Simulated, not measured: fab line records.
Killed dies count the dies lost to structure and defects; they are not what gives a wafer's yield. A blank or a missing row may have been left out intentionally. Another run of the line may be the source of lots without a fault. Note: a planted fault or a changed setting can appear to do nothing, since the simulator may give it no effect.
The tool behind it: which one?	flow nand_harc	69 wafers from 23 lots sampled at 2 of the route's 1302 steps

## WHAT EACH GAUGE READ, for each wafer
NHARC_A_SOURCE_PLATE_THK_MEAS_06: measures by ellipsometry.
lot	measured	on	thk_nm (nm)
L075	day 8 08:11	film_metro-02	201.3 200.9 200.4
L074	day 8 08:11	film_metro-01	202.4 203.5 204.2
L077	day 9 00:23	film_metro-02	197.4 197.8 199.8
L076	day 9 00:23	film_metro-01	200.5 198.4 202.5
L078	day 9 14:17	film_metro-02	198.5 197.0 197.0
L079	day 10 05:14	film_metro-01	198.2 196.2 196.7
L080	day 10 05:14	film_metro-02	197.9 198.4 197.6
L081	day 10 12:22	film_metro-01	202.3 201.4 203.2
L082	day 11 01:05	film_metro-01	198.2 197.0 197.9
L083	day 11 06:19	film_metro-02	201.0 199.9 199.8
L084	day 12 00:27	film_metro-02	200.9 200.4 200.0
L085	day 12 07:46	film_metro-01	200.2 200.2 198.9
L086	day 12 17:02	film_metro-01	203.3 203.2 202.3
L087	day 13 00:00	film_metro-02	197.3 198.7 198.8
L088	day 13 17:39	film_metro-02	197.2 199.4 197.6
L089	day 13 23:25	film_metro-01	201.2 202.0 199.0
L090	day 14 16:20	film_metro-02	198.6 201.0 198.5
L091	day 15 00:12	film_metro-01	200.5 200.2 203.5
L093	day 15 17:26	film_metro-01	202.3 202.4 204.4
L094	day 15 22:44	film_metro-02	202.5 201.7 201.1
L095	day 16 11:37	film_metro-02	200.6 201.5 200.5
L096	day 17 04:28	film_metro-02	198.7 199.5 200.2
L097	day 17 15:54	film_metro-01	202.8 205.8 199.4

## WHAT TOOL EACH LOT RAN ON (gives the tool, then ch and the chambers of the sampled wafers, and finally the start)
lot	NHARC_P_BONDPAD_DESCUM_11
L075	rie_diel-13 ch 0,1,3, day 7 06:00
L074	rie_diel-13 ch 0,1,2, day 7 07:29
L077	rie_diel-07 ch 0,2,3, day 7 23:45
L076	rie_diel-09 ch 0,1,2, day 8 00:10
L078	rie_diel-07 ch 1,2, day 8 12:31
L079	rie_diel-13 ch 0,2, day 9 02:38
L080	rie_diel-13 ch 0,2,3, day 9 04:50
L081	rie_diel-07 ch 0,3, day 9 10:31
L082	rie_diel-13 ch 2,3, day 10 00:20
L083	rie_diel-13 ch 0,1, day 10 04:58
L084	rie_diel-13 ch 0,1,2, day 10 23:21
L085	rie_diel-13 ch 1,2, day 11 04:59
L086	rie_diel-13 ch 0,2,3, day 11 13:16
L087	rie_diel-07 ch 1,2,3, day 11 23:15
L088	rie_diel-07 ch 0,2,3, day 12 16:20
L089	rie_diel-13 ch 1,3, day 12 21:33
L090	rie_diel-09 ch 0,3, day 13 14:08
L091	rie_diel-07 ch 0,3, day 13 22:49
L093	rie_diel-13 ch 0,3, day 14 12:52
L094	rie_diel-07 ch 1,2,3, day 14 18:47
L095	rie_diel-07 ch 2,3, day 15 06:19
L096	rie_diel-07 ch 0,1,2, day 15 20:02
L097	rie_diel-13 ch 1,2,3, day 16 11:01
- NHARC_P_BONDPAD_DESCUM_11: chemistry O2, time 3 s.

## AS READ BY THE TOOLS THEMSELVES (means over the sampled wafers that have a number; for cases with no such wafer, the mark the record gives instead)
NHARC_P_BONDPAD_DESCUM_11.
lot	tool	drypump_motor_current_A (A)	oes_product_au (a.u.)	rf_vpp_V (V)	showerhead_plenum_p_Torr (Torr)	throttle_valve_pct (%)
L075	rie_diel-13	5.9	1.007	58.7	1.94	11.307
L074	rie_diel-13	5.6	0.998	57.5	1.96	11.315
L077	rie_diel-07	5.6	1.000	57.1	1.97	11.312
L076	rie_diel-09	5.2	0.997	57.8	2.01	11.318
L078	rie_diel-07	5.3	1.007	58.3	2.02	11.313
L079	rie_diel-13	5.9	1.004	56.8	1.93	11.305
L080	rie_diel-13	5.6	1.005	57.2	1.90	11.311
L081	rie_diel-07	6.0	0.997	57.9	1.96	11.299
L082	rie_diel-13	5.0	1.001	57.7	1.89	11.316
L083	rie_diel-13	5.9	1.008	59.3	2.01	11.312
L084	rie_diel-13	5.6	1.004	58.2	1.96	11.311
L085	rie_diel-13	5.0	0.996	58.0	1.95	11.309
L086	rie_diel-13	5.6	0.998	57.4	1.90	11.307
L087	rie_diel-07	5.8	1.005	57.9	2.00	11.307
L088	rie_diel-07	5.6	0.999	57.3	1.97	11.311
L089	rie_diel-13	5.5	1.000	57.1	1.91	11.304
L090	rie_diel-09	5.6	1.003	58.2	1.97	11.305
L091	rie_diel-07	6.1	0.988	57.2	1.95	11.311
L093	rie_diel-13	5.8	1.005	58.0	1.87	11.317
L094	rie_diel-07	5.8	1.001	58.7	2.00	11.305
L095	rie_diel-07	5.7	0.995	57.6	1.97	11.316
L096	rie_diel-07	5.6	1.003	58.3	2.00	11.318
L097	rie_diel-13	5.3	1.000	57.7	1.93	11.303

## THE ANSWER, worked out from the rows above alone
Rule: usual is defined by the lots themselves. The widest of any qualifying gaps counts: lots, ordered by their means at a reading, are off when they make up no more than a third of the lots, leave a main group of 4 or more, and stand apart from it by 3 or more times the standard deviation of that group's means. Not used: any main group whose means are identical at the precision the tables above print for the reading. A lot without any number at a reading at which 4 lots or more have one is off too. All remaining lots with rows at the step are treated as sound. First the gauges in route order, then the tools' own readings, where a lot's mean is used as printed above. The first step at which some lot is off is used, and at that step the reading that is off furthest; a lot without a number counts as furthest.
Across all readings shown, no lot is off: no conclusion can be drawn from this.

## WHAT THE SIMULATOR HAD INSERTED
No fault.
